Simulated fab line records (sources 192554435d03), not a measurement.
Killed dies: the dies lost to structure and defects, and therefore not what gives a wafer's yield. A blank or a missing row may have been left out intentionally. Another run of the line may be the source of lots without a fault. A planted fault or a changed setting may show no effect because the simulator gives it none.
Chamber matching	flow n5Finfet	N5_BEOL_M8_STRIP_19 on rieDiel-02 has 4 sister chambers
The step strips in O2. 14 wafers are shown with their chamber, then 7 later ones without.

## EACH WAFER AND ITS CHAMBER
wafer	chamber	drypumpMotorCurrentA (A)	throttleValvePct (%)	showerheadPlenumPTorr (Torr)
L076.3	0	5.6	16.72	2.024
L076.4	2	5.9	17.05	2.077
L076.6	1	6.1	16.57	2.094
L078.4	3	6.0	16.62	2.102
L078.5	2	5.9	17.08	2.074
L078.6	3	6.1	16.62	2.102
L091.1	1	6.1	16.62	2.084
L091.4	2	6.0	17.12	2.067
L091.6	2	5.9	17.14	2.067
L089.2	1	6.1	16.60	2.083
L089.3	3	6.0	16.66	2.093
L089.6	3	6.0	16.67	2.094
L092.3	2	5.9	17.13	2.066
L092.4	0	5.6	16.81	2.013

SIGNATURES, as means of the wafers listed above
reading	chamber 0	chamber 1	chamber 2	chamber 3	scatter within a chamber
drypumpMotorCurrentA	5.600	6.100	5.920	6.025	0.0394
throttleValvePct	16.7650	16.5967	17.1040	16.6425	0.0362
showerheadPlenumPTorr	2.01850	2.08700	2.07020	2.09775	0.00553
Rule: distance of a wafer from a chamber = root of the sum over the readings of ((wafer's reading minus chamber's mean) / reading's scatter) squared. The wafer belongs to the nearest chamber; if the next one is less than 2 further off, it can't be placed. How the scatter is found: for the shown wafers, subtract from each reading the mean of its chamber, square and add these, divide the total by (wafers less chambers), then take the root.

## WAFERS WHOSE CHAMBER IS MISSING
wafer	drypumpMotorCurrentA (A)	throttleValvePct (%)	showerheadPlenumPTorr (Torr)
L092.6	5.9	17.11	2.065
L094.1	5.9	17.14	2.064
L094.5	5.9	17.14	2.064
L094.6	6.1	16.66	2.092
L096.1	5.6	16.80	2.010
L096.2	6.1	16.66	2.079
L096.3	6.1	16.68	2.089

## WHICH CHAMBER EACH WENT THROUGH
wafer	from the rows above	in truth
L092.6	2	2
L094.1	2	2
L094.5	2	2
L094.6	can't be placed: 1 or 3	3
L096.1	0	0
L096.2	can't be placed: 1 or 3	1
L096.3	can't be placed: 1 or 3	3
Correctly placed: 4 of 7. Cannot be placed on the basis of these rows: 3; the candidates contain the true chamber in 3. Number placed wrongly: 0.
